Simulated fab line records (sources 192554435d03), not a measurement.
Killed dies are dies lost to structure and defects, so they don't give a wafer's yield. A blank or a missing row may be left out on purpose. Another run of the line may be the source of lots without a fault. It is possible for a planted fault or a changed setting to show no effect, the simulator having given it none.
The tool behind it: which one? / flow n5-finfet / 12 lots with 36 wafers sampled at 2 steps, on a route of 1938 steps

## WHAT THE GAUGES SHOWED, per wafer
N5_BEOL_M1_OCD_MEAS_38.
lot=L075; measured=day 6 08:02; on=ocd-02; trench-depth-nm (nm)=55.8 55.6 54.7
lot=L077; measured=day 7 00:39; on=ocd-01; trench-depth-nm (nm)=54.8 54.0 54.9
lot=L079; measured=day 7 09:38; on=ocd-01; trench-depth-nm (nm)=56.1 55.6 55.2
lot=L081; measured=day 8 05:20; on=ocd-01; trench-depth-nm (nm)=55.0 54.5 53.5
lot=L083; measured=day 8 11:40; on=ocd-02; trench-depth-nm (nm)=54.9 54.0 55.0
lot=L086; measured=day 9 07:02; on=ocd-02; trench-depth-nm (nm)=55.9 56.3 55.9
lot=L087; measured=day 9 13:43; on=ocd-01; trench-depth-nm (nm)=55.9 56.4 54.7
lot=L089; measured=day 10 00:40; on=ocd-01; trench-depth-nm (nm)=55.8 56.4 55.9
lot=L091; measured=day 10 15:04; on=ocd-01; trench-depth-nm (nm)=54.8 54.6 54.7
lot=L092; measured=day 10 21:17; on=ocd-02; trench-depth-nm (nm)=53.0 55.6 54.3
lot=L095; measured=day 11 17:46; on=ocd-01; trench-depth-nm (nm)=56.0 56.5 56.3
lot=L097; measured=day 12 07:35; on=ocd-02; trench-depth-nm (nm)=54.1 55.3 55.3

## WHICH TOOL RAN EACH LOT (tool, then ch and the chambers of the sampled wafers, then the start)
lot=L075; N5_BEOL_M1_STRIP_97=rie-diel-01 ch 0,1, day 6 08:02 or earlier
lot=L077; N5_BEOL_M1_STRIP_97=rie-diel-01 ch 0,1, day 7 00:39 or earlier
lot=L079; N5_BEOL_M1_STRIP_97=rie-diel-02 ch 0,1,3, day 7 09:38 or earlier
lot=L081; N5_BEOL_M1_STRIP_97=rie-diel-01 ch 0,1, day 8 05:20 or earlier
lot=L083; N5_BEOL_M1_STRIP_97=rie-diel-02 ch 0,2, day 8 11:40 or earlier
lot=L086; N5_BEOL_M1_STRIP_97=rie-diel-03 ch 0,2, day 9 07:02 or earlier
lot=L087; N5_BEOL_M1_STRIP_97=rie-diel-03 ch 0,1,2, day 9 13:43 or earlier
lot=L089; N5_BEOL_M1_STRIP_97=rie-diel-03 ch 2,3, day 10 00:40 or earlier
lot=L091; N5_BEOL_M1_STRIP_97=rie-diel-01 ch 0,1, day 10 15:04 or earlier
lot=L092; N5_BEOL_M1_STRIP_97=rie-diel-02 ch 0,1,2, day 10 21:17 or earlier
lot=L095; N5_BEOL_M1_STRIP_97=rie-diel-01 ch 0,3, day 11 17:46 or earlier
lot=L097; N5_BEOL_M1_STRIP_97=rie-diel-02 ch 0,1,2, day 12 07:35 or earlier
- N5_BEOL_M1_STRIP_97: strips in N2/H2, time 10 s.

## THE ANSWER, worked out from the rows above alone
Rule: the lots themselves supply what counts as usual. The widest of any qualifying gaps counts: lots, ordered by their means at a reading, are off when they make up no more than a third of the lots, leave a main group of 4 or more, and stand apart from it by 3 or more times the standard deviation of that group's means. A main group is skipped when, at the precision printed for the reading in the tables above, its means are all equal. Also off: a lot with no number at a reading for which 4 or more lots have one. Any other lot the step has rows for is counted as sound.
Across all readings shown, no lot is off: no conclusion can be drawn from this.

## WHAT THE SIMULATOR HAD PUT IN
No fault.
